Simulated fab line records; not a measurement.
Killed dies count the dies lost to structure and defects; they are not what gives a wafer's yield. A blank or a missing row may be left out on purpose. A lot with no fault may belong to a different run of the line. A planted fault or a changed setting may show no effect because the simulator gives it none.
Chamber matching    flow n5Finfet    N5_BEOL_M2_STRIP_36 on rieDiel-05: 4 sister chambers
The step strips in N2/H2. 14 wafers are shown with their chamber, then 7 later ones without.

== WAFERS, EACH WITH ITS CHAMBER ==
wafer   chamber  drypumpMotorCurrentA (A)  showerheadPlenumPTorr (Torr)  throttleValvePct (%)
L076.3  0        4.8                       2.44                          23.8
L076.5  0        4.9                       2.44                          23.8
L076.6  3        5.0                       2.61                          23.3
L077.2  3        5.0                       2.61                          23.2
L077.3  1        5.6                       2.47                          23.5
L077.4  0        4.8                       2.44                          23.8
L086.1  2        5.7                       2.35                          24.3
L086.2  3        5.0                       2.60                          23.3
L086.6  2        5.7                       2.35                          24.4
L088.2  2        5.7                       2.35                          24.3
L088.5  3        5.0                       2.60                          23.3
L088.6  0        4.8                       2.43                          23.8
L090.1  0        4.9                       2.43                          23.9
L090.3  1        5.6                       2.46                          23.5

SIGNATURES (averages over the wafers above)
reading                chamber 0  chamber 1  chamber 2  chamber 3  scatter within a chamber
drypumpMotorCurrentA   4.840      5.600      5.700      5.000      0.0346
showerheadPlenumPTorr  2.4360     2.4650     2.3500     2.6050     0.0052
throttleValvePct       23.820     23.500     24.333     23.275     0.0471
Rule: for a wafer and a chamber, the distance is found by dividing, reading by reading, the gap between the wafer's reading and the chamber's mean by the reading's scatter, squaring, summing and taking the root. If the next closest chamber is less than 2 further off than the closest, the wafer can't be placed; otherwise it belongs to the closest. How the scatter is found: for the shown wafers, subtract from each reading the mean of its chamber, square and add these, divide the total by (wafers less chambers), then take the root.

== WAFERS WHOSE CHAMBER IS MISSING ==
wafer   drypumpMotorCurrentA (A)  showerheadPlenumPTorr (Torr)  throttleValvePct (%)
L090.5  5.7                       2.34                          24.4
L091.2  5.7                       2.34                          24.4
L091.4  5.6                       2.46                          23.5
L091.6  5.0                       2.59                          23.3
L093.2  5.5                       2.46                          23.5
L093.3  5.7                       2.34                          24.4
L093.5  5.0                       2.59                          23.3

== WHICH CHAMBER EACH WENT THROUGH ==
wafer   from the rows above  in truth
L090.5  2                    2
L091.2  2                    2
L091.4  1                    1
L091.6  3                    3
L093.2  1                    1
L093.3  2                    2
L093.5  3                    3
Correct placement for 7 of the 7. Left unplaced by these rows: 0. Wrongly placed: 0.
